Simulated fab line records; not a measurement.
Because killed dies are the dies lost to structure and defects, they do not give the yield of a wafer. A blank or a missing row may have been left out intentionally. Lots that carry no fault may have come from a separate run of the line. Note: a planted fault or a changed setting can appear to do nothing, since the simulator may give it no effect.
Matching of chambers / flow n5_finfet / 4 sister chambers for N5_BEOL_M5_STRIP_64 on rie_diel-01
The step strips in CF4. 22 wafers are shown with their chamber, then 11 later ones without.

== WAFERS, EACH WITH ITS CHAMBER ==
wafer=L075.3; chamber=1; drypump_motor_current_A (A)=5.8; showerhead_plenum_p_Torr (Torr)=1.89; throttle_valve_pct (%)=13.29
wafer=L075.4; chamber=1; drypump_motor_current_A (A)=5.8; showerhead_plenum_p_Torr (Torr)=1.89; throttle_valve_pct (%)=13.30
wafer=L075.5; chamber=3; drypump_motor_current_A (A)=4.9; showerhead_plenum_p_Torr (Torr)=1.84; throttle_valve_pct (%)=13.69
wafer=L076.2; chamber=2; drypump_motor_current_A (A)=6.3; showerhead_plenum_p_Torr (Torr)=1.85; throttle_valve_pct (%)=13.89
wafer=L076.4; chamber=1; drypump_motor_current_A (A)=5.8; showerhead_plenum_p_Torr (Torr)=1.89; throttle_valve_pct (%)=13.30
wafer=L076.6; chamber=0; drypump_motor_current_A (A)=6.0; showerhead_plenum_p_Torr (Torr)=1.84; throttle_valve_pct (%)=13.85
wafer=L081.1; chamber=2; drypump_motor_current_A (A)=6.3; showerhead_plenum_p_Torr (Torr)=1.85; throttle_valve_pct (%)=13.91
wafer=L081.4; chamber=1; drypump_motor_current_A (A)=5.8; showerhead_plenum_p_Torr (Torr)=1.89; throttle_valve_pct (%)=13.32
wafer=L081.6; chamber=3; drypump_motor_current_A (A)=4.9; showerhead_plenum_p_Torr (Torr)=1.84; throttle_valve_pct (%)=13.15
wafer=L083.1; chamber=1; drypump_motor_current_A (A)=5.8; showerhead_plenum_p_Torr (Torr)=1.89; throttle_valve_pct (%)=13.32
wafer=L083.2; chamber=2; drypump_motor_current_A (A)=6.3; showerhead_plenum_p_Torr (Torr)=1.85; throttle_valve_pct (%)=13.92
wafer=L083.4; chamber=1; drypump_motor_current_A (A)=5.8; showerhead_plenum_p_Torr (Torr)=1.89; throttle_valve_pct (%)=13.32
wafer=L085.2; chamber=3; drypump_motor_current_A (A)=4.9; showerhead_plenum_p_Torr (Torr)=1.83; throttle_valve_pct (%)=13.16
wafer=L085.4; chamber=0; drypump_motor_current_A (A)=6.0; showerhead_plenum_p_Torr (Torr)=1.83; throttle_valve_pct (%)=13.30
wafer=L085.6; chamber=1; drypump_motor_current_A (A)=5.8; showerhead_plenum_p_Torr (Torr)=1.89; throttle_valve_pct (%)=13.34
wafer=L086.1; chamber=1; drypump_motor_current_A (A)=5.8; showerhead_plenum_p_Torr (Torr)=1.89; throttle_valve_pct (%)=13.34
wafer=L086.2; chamber=2; drypump_motor_current_A (A)=6.4; showerhead_plenum_p_Torr (Torr)=1.85; throttle_valve_pct (%)=13.94
wafer=L086.4; chamber=0; drypump_motor_current_A (A)=6.0; showerhead_plenum_p_Torr (Torr)=1.83; throttle_valve_pct (%)=13.33
wafer=L087.2; chamber=1; drypump_motor_current_A (A)=5.8; showerhead_plenum_p_Torr (Torr)=1.89; throttle_valve_pct (%)=13.35
wafer=L087.5; chamber=0; drypump_motor_current_A (A)=6.0; showerhead_plenum_p_Torr (Torr)=1.83; throttle_valve_pct (%)=13.33
wafer=L087.6; chamber=1; drypump_motor_current_A (A)=5.8; showerhead_plenum_p_Torr (Torr)=1.89; throttle_valve_pct (%)=13.36
wafer=L088.2; chamber=0; drypump_motor_current_A (A)=6.0; showerhead_plenum_p_Torr (Torr)=1.83; throttle_valve_pct (%)=13.32

SIGNATURES (averages over the wafers above)
reading=drypump_motor_current_A; chamber 0=6.000; chamber 1=5.800; chamber 2=6.325; chamber 3=4.900; scatter within a chamber=0.0204
reading=showerhead_plenum_p_Torr; chamber 0=1.8320; chamber 1=1.8900; chamber 2=1.8500; chamber 3=1.8367; scatter within a chamber=0.00285
reading=throttle_valve_pct; chamber 0=13.4260; chamber 1=13.3240; chamber 2=13.9150; chamber 3=13.3333; scatter within a chamber=0.153
Rule: a wafer's distance from a chamber is the root of the sum, over the readings, of the square of ((its reading less the chamber's mean) divided by the reading's scatter). If the next closest chamber is less than 2 further off than the closest, the wafer can't be placed; otherwise it belongs to the closest. How the scatter is found: for the shown wafers, subtract from each reading the mean of its chamber, square and add these, divide the total by (wafers less chambers), then take the root.

== WAFERS WHOSE CHAMBER IS MISSING ==
wafer=L088.3; drypump_motor_current_A (A)=5.8; showerhead_plenum_p_Torr (Torr)=1.89; throttle_valve_pct (%)=13.35
wafer=L088.5; drypump_motor_current_A (A)=4.9; showerhead_plenum_p_Torr (Torr)=1.83; throttle_valve_pct (%)=13.17
wafer=L091.4; drypump_motor_current_A (A)=6.0; showerhead_plenum_p_Torr (Torr)=1.83; throttle_valve_pct (%)=13.34
wafer=L091.5; drypump_motor_current_A (A)=6.3; showerhead_plenum_p_Torr (Torr)=1.84; throttle_valve_pct (%)=13.97
wafer=L091.6; drypump_motor_current_A (A)=5.8; showerhead_plenum_p_Torr (Torr)=1.88; throttle_valve_pct (%)=13.36
wafer=L094.2; drypump_motor_current_A (A)=6.0; showerhead_plenum_p_Torr (Torr)=1.83; throttle_valve_pct (%)=13.35
wafer=L094.3; drypump_motor_current_A (A)=4.8; showerhead_plenum_p_Torr (Torr)=1.83; throttle_valve_pct (%)=13.20
wafer=L094.4; drypump_motor_current_A (A)=6.4; showerhead_plenum_p_Torr (Torr)=1.84; throttle_valve_pct (%)=13.96
wafer=L097.1; drypump_motor_current_A (A)=6.0; showerhead_plenum_p_Torr (Torr)=1.83; throttle_valve_pct (%)=13.38
wafer=L097.4; drypump_motor_current_A (A)=4.9; showerhead_plenum_p_Torr (Torr)=1.83; throttle_valve_pct (%)=13.20
wafer=L097.5; drypump_motor_current_A (A)=4.9; showerhead_plenum_p_Torr (Torr)=1.83; throttle_valve_pct (%)=13.23

== EACH ONE'S CHAMBER ==
wafer=L088.3; from the rows above=1; in truth=1
wafer=L088.5; from the rows above=3; in truth=3
wafer=L091.4; from the rows above=0; in truth=0
wafer=L091.5; from the rows above=2; in truth=2
wafer=L091.6; from the rows above=1; in truth=1
wafer=L094.2; from the rows above=0; in truth=0
wafer=L094.3; from the rows above=3; in truth=3
wafer=L094.4; from the rows above=2; in truth=2
wafer=L097.1; from the rows above=0; in truth=0
wafer=L097.4; from the rows above=3; in truth=3
wafer=L097.5; from the rows above=3; in truth=3
Placed correctly: 11 of 11. Can't be placed from these rows: 0. Placed wrongly: 0.
